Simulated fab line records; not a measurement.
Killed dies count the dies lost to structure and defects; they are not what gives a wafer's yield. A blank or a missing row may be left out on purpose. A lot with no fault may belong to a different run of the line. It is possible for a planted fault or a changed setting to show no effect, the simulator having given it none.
fab line records	flow nandHarc
record: lots: 6	wafers: 18	lastDay: 33
route steps=1302 shown P_ZERO_WELL@7 END@1302
lots that met no fault: taken from a fault-free run of the same line
startH: start of the lot's first displayed wafer, in hours after the record's first day	waitH: how many hours have passed since the lot's step before this one	" same as the row above	L1.1+2: one row covering several wafers at once	- no value, or no start was given	* or withheld: withheld	< > ~ a bound
route shown NAME@n: a module of which the file shows steps, and the number in the route of the first	usual: mean/standard deviation of fault-free wafers	same: alike in all rows	chamber/n: place in a boat	sites: per-site readings	_std_site: the standard deviation of these	_edge_site: outer sites' mean less inner sites'	radiusMm: for every site, how far away it sits from the centre of the wafer	mask NAME#n: copy n	behind: the last tool/chamber to shape the wafer	hold: what put the lot on hold/how long, in hours/how the hold closed	device: whichever transistor did not switch (one of n, p or np)	end of line: tests run on the same wafers once the route is complete	a step with no rows: only its recipe	killed: count of dies lost to structure and defects at first sort (not the wafer's yield)	map: shows each die of a wafer: x if killed, . if not, _ if none is there
set.NAME: the setting as run; set.NAME@STEP: as run at that earlier step	model.NAME: the simulator's own value behind a step, which no gauge read
lots seen at some steps along the route; tables by step, rows by wafer
services: a tool's chamber out of use, with start hour (startH, from the record's first day; less than 0 if before it), hours out, and reason
== steps ==
step: NHARC_P_ZERO_WELL_COAT_64
recipe: tempC: 200	timeS: 65
step: NHARC_P_ZERO_WELL_COAT_05
recipe: spinRpm: 2000	resistThkNm: 600
step: NHARC_P_ZERO_WELL_SOFTBAKE_06
recipe: tempC: 125	timeS: 70
step: NHARC_P_ZERO_WELL_EBR_07
step: NHARC_P_ZERO_WELL_EXPOSE_08
recipe: na: 0.55	targetCdNm: 500	doseMj: 33.8	maskId: P_ZERO
step: NHARC_P_ZERO_WELL_PEB_09
recipe: pebTempC: 128	pebTimeS: 80
step: NHARC_P_ZERO_WELL_DEVELOP_10
recipe: timeS: 50	devTempC: 22
step: NHARC_P_ZERO_WELL_CD_MEAS_11
recipe: targetCdNm: 500	landingEnergyEv: 500
usual: cdNm: 499.4/1.4
lot.wafer	tool	chamber	startH	waitH	cdNm
L794.3	cdSem-03	0	81.30	-	499.8
L794.5	"	0	"	"	499.6
L794.6	"	0	"	"	499.4
L796.2	cdSem-01	0	101.12	-	499.1
L796.4	"	0	"	"	496.2
L796.6	"	0	"	"	497.3
L797.1	cdSem-02	0	111.11	-	499.0
L797.2	"	0	"	"	501.1
L797.4	"	0	"	"	501.2
L798.1	cdSem-02	0	121.23	-	501.2
L798.4	"	0	"	"	501.4
L798.5	"	0	"	"	501.8
L806.2	cdSem-02	0	201.23	-	497.7
L806.4	"	0	"	"	498.2
L806.6	"	0	"	"	498.7
L810.1	cdSem-01	0	241.24	-	501.4
L810.3	"	0	"	"	500.1
L810.5	"	0	"	"	498.9
step: NHARC_P_ZERO_WELL_HARDBAKE_12
recipe: tempC: 118	timeS: 65
step: NHARC_P_ZERO_WELL_DESCUM_13
recipe: timeS: 3	o2FlowSccm: 200	arFlowSccm: 0	biasPowerW: 0	chemistry: O2
usual: drypumpMotorCurrentA: 5.7/0.47	mfcArSccm: 0.014/0.015	o2FlowSccm: 200.0/0.55	oesProductAu: 1.001/0.0078	rfVppV: 57.5/0.97	showerheadPlenumPTorr: 1.87/0.085	throttleValvePct: 11.312/0.009
lot.wafer	tool	chamber	startH	waitH	drypumpMotorCurrentA	mfcArSccm	o2FlowSccm	oesProductAu	rfHoursCounterH	rfVppV	showerheadPlenumPTorr	throttleValvePct
L794.3	rieDiel-08	2	81.46	-	6.3	0.021	199.9	0.998	17	58.2	1.95	11.328
L794.5	"	1	"	"	5.7	0	198.3	0.997	-	58.8	1.82	11.311
L794.6	"	2	"	"	6.3	0.021	199.7	1.001	-	58.3	1.95	11.311
L796.4	rieDiel-08	0	101.28	-	4.8	0	200.0	1.007	27	57.7	1.77	11.329
L796.2	"	1	"	"	5.7	0	200.2	1.008	25	56.2	1.81	11.317
L796.6	"	0	"	"	4.9	0	199.4	0.999	-	57.7	1.77	11.306
L797.1	rieDiel-12	2	111.28	-	6.3	0	199.8	0.996	2	55.1	1.84	11.309
L797.4	"	3	"	"	6.3	0	199.6	0.998	2	57.7	1.90	11.313
L797.2	"	0	"	"	5.7	0.030	200.0	0.985	2	57.9	2.02	11.325
L798.4	rieDiel-11	2	121.40	-	6.4	0.011	199.6	0.982	17	56.8	1.80	11.316
L798.1	"	3	"	"	5.4	0.015	199.4	0.998	13	58.1	1.83	11.311
L798.5	"	1	"	"	5.4	0.039	200.4	0.990	-	58.6	2.00	11.308
L806.2	rieDiel-12	0	201.39	-	5.7	0.030	200.2	0.998	20	56.8	2.01	11.315
L806.4	"	2	"	"	6.3	0	199.7	1.008	23	58.3	1.84	11.320
L806.6	"	0	"	"	5.7	0.030	200.3	1.007	-	58.1	2.01	11.317
L810.3	rieDiel-11	3	241.42	-	5.4	0.015	200.6	1.003	47	58.4	1.82	11.341
L810.1	"	0	"	"	5.5	0	199.5	1.000	50	55.7	1.90	11.326
L810.5	"	2	"	"	6.4	0.011	201.2	0.982	-	56.7	1.78	11.301
step: NHARC_P_ZERO_WELL_ETCH_65
recipe: targetDepthA: 800	overetchA: 240	timeS: 87.88	ionEnergyEv: 200	n2FlowSccm: 150	h2FlowSccm: 150	arFlowSccm: 0	rfW: 400	biasW: 150	chemistry: N2/H2
usual: drypumpMotorCurrentA: 5.7/0.46	mfcArSccm: 0.014/0.015	oesProductAu: 1.000/0.0067	rfVppV: 429.6/2.6	showerheadPlenumPTorr: 2.00/0.09	throttleValvePct: 14.171/0.0087
lot.wafer	tool	chamber	startH	waitH	drypumpMotorCurrentA	mfcArSccm	oesProductAu	rfHoursCounterH	rfVppV	showerheadPlenumPTorr	throttleValvePct
L794.3	rieDiel-08	1	81.55	0.1	5.7	0	1.009	16	427.7	1.93	14.168
L794.5	"	3	"	"	5.9	0.040	1.000	-	428.2	1.96	14.165
L794.6	"	0	"	"	4.9	0	1.001	-	426.1	1.89	14.169
L796.2	rieDiel-08	0	101.36	0.1	4.8	0	1.011	27	425.9	1.88	14.188
L796.4	"	3	"	"	5.8	0.040	1.005	29	428.4	1.95	14.183
L796.6	"	1	"	"	5.7	0	1.002	-	428.7	1.93	14.166
L797.2	rieDiel-12	2	111.35	0.1	6.3	0	1.003	2	428.0	1.96	14.163
L797.1	"	0	"	"	5.7	0.030	0.999	2	434.5	2.15	14.175
L797.4	"	1	"	"	5.4	0.015	1.005	2	427.7	1.90	14.159
L798.4	rieDiel-11	0	121.49	0.1	5.5	0	1.000	12	430.2	2.03	14.177
L798.1	"	1	"	"	5.4	0.039	1.008	17	432.1	2.13	14.177
L798.5	"	2	"	"	6.4	0.011	1.005	-	427.0	1.91	14.170
L806.2	rieDiel-12	3	201.48	0.1	6.3	0	0.995	21	428.2	2.02	14.156
L806.4	"	1	"	"	5.4	0.015	1.009	23	427.5	1.89	14.174
L806.6	"	2	"	"	6.3	0	1.003	-	428.4	1.96	14.173
L810.3	rieDiel-11	0	241.50	0.1	5.5	0	1.009	50	430.8	2.02	14.185
L810.1	"	1	"	"	5.4	0.039	0.993	42	432.1	2.12	14.179
L810.5	"	0	"	"	5.5	0	0.994	-	430.4	2.02	14.186
step: NHARC_P_ZERO_WELL_ETCH_62
recipe: targetDepthA: 130	timeS: 6.5	chf3FlowSccm: 50	arFlowSccm: 200	rfW: 500	biasW: 200	chemistry: CHF3/Ar
usual: drypumpMotorCurrentA: 5.7/0.46	mfcArSccm: 200.0/0.58	oesProductAu: 0.962/0.014	rfVppV: 369.7/2.3	showerheadPlenumPTorr: 2.30/0.1	throttleValvePct: 20.217/0.0093
lot.wafer	tool	chamber	startH	waitH	drypumpMotorCurrentA	mfcArSccm	oesProductAu	rfHoursCounterH	rfVppV	showerheadPlenumPTorr	throttleValvePct
L794.3	rieDiel-08	2	-	-	6.3	199.7	0.964	17	371.9	2.39	20.234
L794.5	"	3	"	"	5.9	201.4	0.987	-	369.8	2.25	20.226
L794.6	"	0	"	"	4.9	200.0	0.980	-	367.1	2.18	20.231
L796.4	rieDiel-08	2	-	-	6.3	200.4	0.973	27	370.8	2.38	20.219
L796.2	"	0	"	"	4.9	200.0	0.954	27	365.9	2.18	20.224
L796.6	"	2	"	"	6.3	200.1	0.975	-	371.3	2.38	20.208
L797.2	rieDiel-12	2	-	-	6.3	201.0	0.963	2	369.6	2.26	20.208
L797.1	"	3	"	"	6.3	199.2	0.977	2	370.8	2.33	20.216
L797.4	"	1	"	"	5.4	200.3	0.962	2	367.1	2.19	20.216
L798.4	rieDiel-11	1	-	-	5.4	200.7	0.961	17	373.1	2.44	20.220
L798.1	"	2	"	"	6.4	199.1	0.956	17	368.9	2.20	20.214
L798.5	"	0	"	"	5.5	199.8	0.972	-	371.7	2.34	20.221
L806.2	rieDiel-12	1	-	-	5.4	198.8	0.963	23	366.5	2.18	20.225
L806.4	"	2	"	"	6.3	199.7	0.973	23	367.9	2.25	20.199
L806.6	"	0	"	"	5.7	199.3	0.960	-	372.9	2.46	20.224
L810.3	rieDiel-11	1	-	-	5.4	199.7	0.978	42	372.2	2.43	20.213
L810.1	"	2	"	"	6.4	200.0	0.948	55	365.8	2.19	20.209
L810.5	"	2	"	"	6.4	199.9	0.960	-	368.6	2.19	20.221
step: NHARC_P_ZERO_WELL_ETCH_63
recipe: targetDepthA: 1200	timeS: 40.1	hbrFlowSccm: 150	cl2FlowSccm: 50	rfW: 400	icpW: 400	biasW: 100	chemistry: HBr/Cl2
usual: drypumpMotorCurrentA: 5.9/0.45	oesProductAu: 1.000/0.0082	throttleValvePct: 26.406/0.0081
lot.wafer	tool	chamber	startH	waitH	drypumpMotorCurrentA	oesProductAu	rfHoursCounterH	throttleValvePct
L794.3	rieSi-04	0	81.71	-	6.7	1.003	0.43	26.417
L794.6	"	0	"	"	6.7	0.993	-	26.408
L794.5	"	1	"	"	5.8	1.009	-	26.420
L796.2	rieSi-04	3	101.54	-	5.7	0.834	0.65	26.429
L796.4	"	2	"	"	6.1	0.832	0.60	26.400
L796.6	"	0	"	"	6.7	0.835	-	26.399
L797.1	rieSi-02	3	111.54	-	5.7	0.998	0.00	26.417
L797.4	"	0	"	"	5.7	0.993	0.00	26.412
L797.2	"	1	"	"	5.6	0.999	0.00	26.408
L798.1	rieSi-04	2	121.65	-	6.1	0.840	0.69	26.399
L798.4	"	3	"	"	5.7	0.832	0.79	26.396
L798.5	"	3	"	"	5.7	0.836	-	26.397
L806.4	rieSi-02	1	201.64	-	5.6	0.994	0.45	26.410
L806.2	"	0	"	"	5.7	0.988	0.38	26.399
L806.6	"	2	"	"	6.1	1.003	-	26.409
L810.1	rieSi-04	3	241.68	-	5.7	0.995	0.33	26.402
L810.3	"	1	"	"	5.8	1.000	0.37	26.402
L810.5	"	3	"	"	5.7	0.978	-	26.411
step: NHARC_P_ZERO_WELL_STRIP_15
recipe: timeS: 900	tempC: 130	chemistry: SPM
step: NHARC_END_SORT_01
recipe: tempC: 25
usual: killedAtArray: 55/17	killedAtOther: 1.1/1.4	killedAtPeriphery: 3.9/3	killedDies: 59/17	killedOpen: 3.5/2	killedShort: 2.6/1.6
same: grossDies: 677
lot.wafer	tool	chamber	startH	waitH	killedAtArray	killedAtOther	killedAtPeriphery	killedDies	killedOpen	killedShort
L794.3	prober-02	0	636.75	3.1	41	0	1	42	2	3
L794.5	prober-02	0	638.36	3.7	38	0	4	42	6	3
L794.6	prober-02	0	639.17	4.0	35	1	2	38	0	5
L796.2	prober-01	0	648.51	2.8	28	3	1	32	2	4
L796.4	prober-01	0	650.12	3.4	41	3	2	46	1	4
L796.6	prober-01	0	651.73	4.0	36	0	3	39	3	2
L797.1	prober-02	0	656.47	2.5	57	1	4	62	2	2
L797.2	prober-02	0	657.27	2.8	53	0	6	59	4	3
L797.4	prober-02	0	658.87	3.4	54	0	3	57	4	6
L798.1	prober-01	0	667.74	2.5	16	3	0	19	1	3
L798.4	prober-01	0	670.15	3.4	20	2	4	26	4	5
L798.5	prober-01	0	670.95	3.7	17	1	2	20	5	3
L806.2	prober-02	0	737.91	2.8	75	1	10	86	3	6
L806.4	prober-02	0	739.54	3.4	49	0	12	61	4	0
L806.6	prober-02	0	741.17	4.1	55	0	7	62	3	4
L810.1	prober-01	0	788.14	2.5	56	3	3	62	5	3
L810.3	prober-01	0	789.75	3.1	74	1	4	79	3	2
L810.5	prober-01	0	791.37	3.7	50	1	3	54	5	1
killed by level:class
L794.3 A_CHANNEL_HOLE_D2:chamberFilmFlake=15 A_CHANNEL_HOLE_D1:chamberFilmFlake=8 A_STAIRCASE:chamberFilmFlake=4 A_CHANNEL_FILL_D2:chamberFilmFlake=3 A_WL_FILL:chamberFilmFlake=2 A_CONTACT:chamberFilmFlake=2 A_ONON_D1:geometricParticle:short=1 A_CHANNEL_FILL_D1:geometricParticle:short=1
L794.5 A_CHANNEL_HOLE_D2:chamberFilmFlake=17 A_CHANNEL_HOLE_D1:chamberFilmFlake=3 A_STAIRCASE:chamberFilmFlake=3 A_CHANNEL_FILL_D2:chamberFilmFlake=3 A_SLIT:chamberFilmFlake=2 P_STI:geometricParticle:open=1 P_M2:geometricParticle:open=1 A_CHANNEL_FILL_D1:geometricParticle:short=1
L794.6 A_CHANNEL_HOLE_D2:chamberFilmFlake=16 A_CHANNEL_FILL_D2:chamberFilmFlake=4 A_STAIRCASE:chamberFilmFlake=3 A_ZERO_WELL:chamberFilmFlake=2 A_CHANNEL_HOLE_D1:chamberFilmFlake=2 A_CONTACT:chamberFilmFlake=2 A_ONON_D1:geometricParticle:short=1 A_CHANNEL_HOLE_D1:geometricParticle:short=1
L796.2 A_CHANNEL_HOLE_D2:chamberFilmFlake=14 A_M1:chamberFilmFlake=3 A_CHANNEL_HOLE_D1:chamberFilmFlake=2 THIN_TSV:chamberFilmFlake=2 P_M0:geometricParticle:short=1 A_ONON_D1:geometricParticle:open=1 A_DECK1_JOINT:geometricParticle:open=1 A_CONTACT:geometricParticle:short=1
L796.4 A_CHANNEL_HOLE_D2:chamberFilmFlake=14 A_M1:chamberFilmFlake=7 A_DECK1_JOINT:chamberFilmFlake=6 A_CHANNEL_HOLE_D1:chamberFilmFlake=4 THIN_TSV:chamberFilmFlake=3 P_GATE:chamberFilmFlake=2 A_ZERO_WELL:chamberFilmFlake=2 A_CONTACT:chamberFilmFlake=2
L796.6 A_CHANNEL_HOLE_D2:chamberFilmFlake=17 A_CHANNEL_HOLE_D1:chamberFilmFlake=6 A_DECK1_JOINT:chamberFilmFlake=3 A_M1:chamberFilmFlake=3 P_M0:geometricParticle:open=1 P_M1:geometricParticle:short=1 A_CHANNEL_HOLE_D2:geometricParticle:short=1 A_SGD_CUT:geometricParticle:open=1
L797.1 A_SLIT:chamberFilmFlake=27 A_CHANNEL_HOLE_D1:chamberFilmFlake=10 A_CHANNEL_HOLE_D2:chamberFilmFlake=9 P_ZERO_WELL:chamberFilmFlake=3 A_CONTACT:chamberFilmFlake=3 A_ZERO_WELL:chamberFilmFlake=2 A_WL_FILL:chamberFilmFlake=2 A_CHANNEL_FILL_D1:geometricParticle:open=1
L797.2 A_SLIT:chamberFilmFlake=27 A_CHANNEL_HOLE_D2:chamberFilmFlake=9 A_CHANNEL_HOLE_D1:chamberFilmFlake=7 P_ZERO_WELL:chamberFilmFlake=3 A_WL_FILL:chamberFilmFlake=3 P_CONTACT:geometricParticle:open=1 P_M2:geometricParticle:open=1 A_CHANNEL_FILL_D1:geometricParticle:short=1
L797.4 A_SLIT:chamberFilmFlake=31 A_CHANNEL_HOLE_D2:chamberFilmFlake=8 A_CHANNEL_HOLE_D1:chamberFilmFlake=4 A_CONTACT:chamberFilmFlake=2 P_M0:geometricParticle:short=1 P_M0:geometricParticle:open=1 P_M2:geometricParticle:open=1 A_SOURCE_PLATE:geometricParticle:short=1
L798.1 A_CHANNEL_HOLE_D1:chamberFilmFlake=8 A_CONTACT:chamberFilmFlake=3 THIN_TSV:chamberFilmFlake=3 A_ONON_D1:geometricParticle:short=1 A_ONON_D2:geometricParticle:short=1 A_CHANNEL_FILL_D2:geometricParticle:short=1 A_CONTACT:geometricParticle:open=1 A_STAIRCASE:chamberFilmFlake=1
L798.4 A_CHANNEL_HOLE_D1:chamberFilmFlake=8 A_SLIT:chamberFilmFlake=3 A_ONON_D1:geometricParticle:short=2 THIN_TSV:chamberFilmFlake=2 P_GATE:geometricParticle:open=1 P_CONTACT:geometricParticle:open=1 P_M0:geometricParticle:open=1 P_M1:geometricParticle:short=1
L798.5 A_CHANNEL_HOLE_D1:chamberFilmFlake=5 A_ONON_D1:geometricParticle:short=2 A_CHANNEL_FILL_D2:geometricParticle:open=2 A_CHANNEL_HOLE_D2:chamberFilmFlake=2 A_CONTACT:chamberFilmFlake=2 P_CONTACT:geometricParticle:open=1 A_ONON_D2:geometricParticle:short=1 A_CONTACT:geometricParticle:open=1
L806.2 A_SLIT:chamberFilmFlake=35 A_CHANNEL_HOLE_D1:chamberFilmFlake=27 A_WL_FILL:geometricParticle:short=3 P_CONTACT:chamberFilmFlake=3 P_M2:chamberFilmFlake=3 A_STAIRCASE:chamberFilmFlake=3 A_WL_FILL:chamberFilmFlake=3 P_GATE:chamberFilmFlake=2
L806.4 A_SLIT:chamberFilmFlake=26 A_CHANNEL_HOLE_D1:chamberFilmFlake=16 P_CONTACT:chamberFilmFlake=6 P_ZERO_WELL:chamberFilmFlake=3 A_STAIRCASE:chamberFilmFlake=2 P_GATE:geometricParticle:open=1 A_DECK1_JOINT:geometricParticle:open=1 A_SLIT:geometricParticle:open=1
L806.6 A_SLIT:chamberFilmFlake=28 A_CHANNEL_HOLE_D1:chamberFilmFlake=12 A_STAIRCASE:chamberFilmFlake=5 A_WL_FILL:geometricParticle:short=2 P_CONTACT:chamberFilmFlake=2 A_CONTACT:chamberFilmFlake=2 P_GATE:geometricParticle:open=1 A_ONON_D1:geometricParticle:open=1
L810.1 A_CHANNEL_HOLE_D2:chamberFilmFlake=25 A_CHANNEL_HOLE_D1:chamberFilmFlake=9 A_SLIT:chamberFilmFlake=6 A_CONTACT:chamberFilmFlake=6 THIN_TSV:chamberFilmFlake=3 A_DECK1_JOINT:geometricParticle:short=2 A_DECK1_JOINT:geometricParticle:open=2 A_STAIRCASE:chamberFilmFlake=2
L810.3 A_CHANNEL_HOLE_D2:chamberFilmFlake=34 A_CHANNEL_HOLE_D1:chamberFilmFlake=23 A_SLIT:chamberFilmFlake=6 A_CONTACT:chamberFilmFlake=3 P_GATE:chamberFilmFlake=2 A_STAIRCASE:chamberFilmFlake=2 A_ONON_D1:geometricParticle:open=1 A_CHANNEL_HOLE_D1:geometricParticle:short=1
L810.5 A_CHANNEL_HOLE_D2:chamberFilmFlake=20 A_CHANNEL_HOLE_D1:chamberFilmFlake=13 A_SLIT:chamberFilmFlake=6 A_ONON_D2:geometricParticle:open=2 A_CHANNEL_FILL_D2:chamberFilmFlake=2 A_STAIRCASE:chamberFilmFlake=2 A_CONTACT:chamberFilmFlake=2 P_CONTACT:geometricParticle:short=1
== services ==
tool	chamber	startH	hours	kind
rieDiel-11	0	58.35	-	clean
rieDiel-11	1	58.35	-	clean
rieDiel-11	2	58.35	-	clean
rieDiel-11	3	58.35	-	clean
rieSi-02	1	67.29	13.8	repair
rieDiel-12	0	73.89	-	clean
rieDiel-11	-	80.31	9.0	pm
rieSi-02	-	93.04	3.8	repair
rieDiel-12	-	95.09	9.0	pm
rieSi-02	-	100.00	9.0	pm
rieDiel-12	-	113.99	11.1	repair
rieDiel-08	0	126.90	15.9	repair
rieDiel-11	3	131.58	11.4	repair
rieDiel-12	-	138.53	9.9	repair
rieDiel-11	2	140.41	1.6	repair
rieDiel-11	2	148.81	9.2	repair
rieDiel-11	1	156.05	28.9	repair
rieSi-04	-	165.00	9.0	pm
rieDiel-08	0	171.81	4.1	repair
rieDiel-08	-	193.42	9.0	pm
rieDiel-08	-	203.79	0.5	repair
rieDiel-08	3	222.92	3.5	repair
rieDiel-12	3	224.85	15.8	repair
rieDiel-08	0	227.95	4.6	repair
== key ==
firstSign: step: NHARC_P_ZERO_WELL_ETCH_63	reading: oesProductAu	direction: down	sigmas: 20	usual: 1.000	struck: 0.835
effect none on later readings
metAt NHARC_P_ZERO_WELL_ETCH_63
struckWafers L796.2,L796.4,L796.6,L798.1,L798.4,L798.5
testerLeftOut L796,L798
onsetBetween 81.71 101.54
fault: kind: processParameterDrift	tool: rieSi-04	chamber: -	onsetH: 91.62	steps: NHARC_P_ZERO_WELL_ETCH_63	channel: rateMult	offset: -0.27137	shape: step	endH: 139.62
testerLeftOut: of these lots the tester's yield and bins aren't shown, on N5 and GAA mostly nor the transistor test; their killed dies are dies lost to structure and defects alone, not to doping, threshold or leakage, so they don't give the yield
